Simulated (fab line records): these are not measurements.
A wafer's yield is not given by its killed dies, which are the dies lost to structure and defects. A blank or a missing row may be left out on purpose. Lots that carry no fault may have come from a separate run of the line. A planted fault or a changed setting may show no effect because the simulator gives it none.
Chamber matching / flow n5Finfet / pecvd-03 running N5_BEOL_M6_DEP_56: 3 sister chambers
The step deposits SiCN from 3MS/NH3, target thk 10 nm, time 17.5 s. 6 wafers are shown with their chamber, then 9 later ones without.

== WAFERS WITH THEIR CHAMBER ==
wafer=L082.6; chamber=1; showerheadVppV (V)=871; showerheadPlenumPTorr (Torr)=3.634
wafer=L084.4; chamber=0; showerheadVppV (V)=852; showerheadPlenumPTorr (Torr)=3.664
wafer=L084.6; chamber=2; showerheadVppV (V)=837; showerheadPlenumPTorr (Torr)=3.667
wafer=L086.2; chamber=0; showerheadVppV (V)=839; showerheadPlenumPTorr (Torr)=3.667
wafer=L086.5; chamber=2; showerheadVppV (V)=828; showerheadPlenumPTorr (Torr)=3.667
wafer=L086.6; chamber=1; showerheadVppV (V)=879; showerheadPlenumPTorr (Torr)=3.631

== WAFERS WITHOUT THEIR CHAMBER ==
wafer=L088.1; showerheadVppV (V)=814; showerheadPlenumPTorr (Torr)=3.662
wafer=L088.2; showerheadVppV (V)=845; showerheadPlenumPTorr (Torr)=3.675
wafer=L088.3; showerheadVppV (V)=885; showerheadPlenumPTorr (Torr)=3.641
wafer=L087.2; showerheadVppV (V)=840; showerheadPlenumPTorr (Torr)=3.663
wafer=L087.3; showerheadVppV (V)=864; showerheadPlenumPTorr (Torr)=3.635
wafer=L087.6; showerheadVppV (V)=878; showerheadPlenumPTorr (Torr)=3.638
wafer=L093.1; showerheadVppV (V)=851; showerheadPlenumPTorr (Torr)=3.661
wafer=L093.5; showerheadVppV (V)=835; showerheadPlenumPTorr (Torr)=3.664
wafer=L093.6; showerheadVppV (V)=877; showerheadPlenumPTorr (Torr)=3.637

== CHAMBER TAKEN BY EACH ==
wafer=L088.1; from the rows above=can't be placed: 2 or 0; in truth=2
wafer=L088.2; from the rows above=can't be placed: 2 or 0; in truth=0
wafer=L088.3; from the rows above=1; in truth=1
wafer=L087.2; from the rows above=can't be placed: 0 or 2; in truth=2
wafer=L087.3; from the rows above=1; in truth=1
wafer=L087.6; from the rows above=1; in truth=1
wafer=L093.1; from the rows above=can't be placed: 0 or 2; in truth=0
wafer=L093.5; from the rows above=can't be placed: 0 or 2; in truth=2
wafer=L093.6; from the rows above=1; in truth=1
4 of 9 placed correctly. Not placeable from these rows: 5 (in 5, the candidates include the true chamber). Placed wrongly: 0.
How it was worked out, from the rows above alone: a wafer's distance from a chamber is the root of the sum, over the readings, of the square of ((its reading less the chamber's mean) divided by the reading's scatter). If the next closest chamber is less than 2 further off than the closest, the wafer can't be placed; otherwise it belongs to the closest. A chamber's mean is the mean of its shown wafers. The scatter is the square root of a quotient: the sum, over the shown wafers, of each reading's squared deviation from its chamber's mean, divided by wafers minus chambers.
